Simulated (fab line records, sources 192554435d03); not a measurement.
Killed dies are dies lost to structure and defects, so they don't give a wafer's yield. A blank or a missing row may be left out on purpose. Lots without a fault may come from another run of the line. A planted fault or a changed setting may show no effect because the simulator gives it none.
Chamber matching | flow n5_finfet | N5_BEOL_M6_STRIP_67 on rie_diel-05: 4 sister chambers
The step strips in CF4. 16 wafers are shown with their chamber, then 8 later ones without.

WAFERS WITH THEIR CHAMBER
wafer  | chamber | showerhead_plenum_p_Torr (Torr) | throttle_valve_pct (%) | drypump_motor_current_A (A)
L082.1 | 1       | 1.76                            | 13.41                  | 6.2
L082.3 | 2       | 1.86                            | 13.90                  | 5.7
L082.4 | 0       | 1.82                            | 13.51                  | 5.4
L083.2 | 0       | 1.82                            | 13.51                  | 5.4
L083.3 | 3       | 1.76                            | 13.23                  | 5.6
L083.6 | 2       | 1.86                            | 13.89                  | 5.6
L086.2 | 1       | 1.76                            | 13.46                  | 6.2
L086.4 | 2       | 1.86                            | 13.91                  | 5.6
L086.5 | 2       | 1.86                            | 13.90                  | 5.6
L076.3 | 0       | 1.82                            | 13.54                  | 5.3
L076.4 | 3       | 1.76                            | 13.25                  | 5.6
L076.6 | 3       | 1.76                            | 13.23                  | 5.6
L089.2 | 2       | 1.86                            | 13.92                  | 5.6
L089.3 | 1       | 1.75                            | 13.45                  | 6.2
L089.5 | 1       | 1.75                            | 13.45                  | 6.2
L090.2 | 2       | 1.86                            | 13.92                  | 5.6

SIGNATURES (means of the wafers above)
reading                  | chamber 0 | chamber 1 | chamber 2 | chamber 3 | scatter within a chamber
showerhead_plenum_p_Torr | 1.8200    | 1.7550    | 1.8600    | 1.7600    | 0.00289
throttle_valve_pct       | 13.5200   | 13.4425   | 13.9067   | 13.2367   | 0.016
drypump_motor_current_A  | 5.367     | 6.200     | 5.617     | 5.600     | 0.0354
Rule: a wafer's distance from a chamber is the root of the sum, over the readings, of the square of ((its reading less the chamber's mean) divided by the reading's scatter). The wafer belongs to the nearest chamber; if the next one is less than 2 further off, it can't be placed. The scatter: the root of (the sum of the squares of (reading less its chamber's mean) over the shown wafers, divided by (wafers less chambers)).

WAFERS WITHOUT THEIR CHAMBER
wafer  | showerhead_plenum_p_Torr (Torr) | throttle_valve_pct (%) | drypump_motor_current_A (A)
L090.4 | 1.82                            | 13.56                  | 5.4
L090.6 | 1.82                            | 13.55                  | 5.4
L088.2 | 1.75                            | 13.47                  | 6.2
L088.3 | 1.75                            | 13.27                  | 5.5
L088.6 | 1.86                            | 13.94                  | 5.6
L093.2 | 1.75                            | 13.27                  | 5.5
L093.4 | 1.85                            | 13.93                  | 5.6
L093.6 | 1.82                            | 13.59                  | 5.3

WHICH CHAMBER EACH WENT THROUGH
wafer  | from the rows above | in truth
L090.4 | 0                   | 0
L090.6 | 0                   | 0
L088.2 | 1                   | 1
L088.3 | 3                   | 3
L088.6 | 2                   | 2
L093.2 | 3                   | 3
L093.4 | 2                   | 2
L093.6 | 0                   | 0
Placed correctly: 8 of 8. Can't be placed from these rows: 0. Placed wrongly: 0.
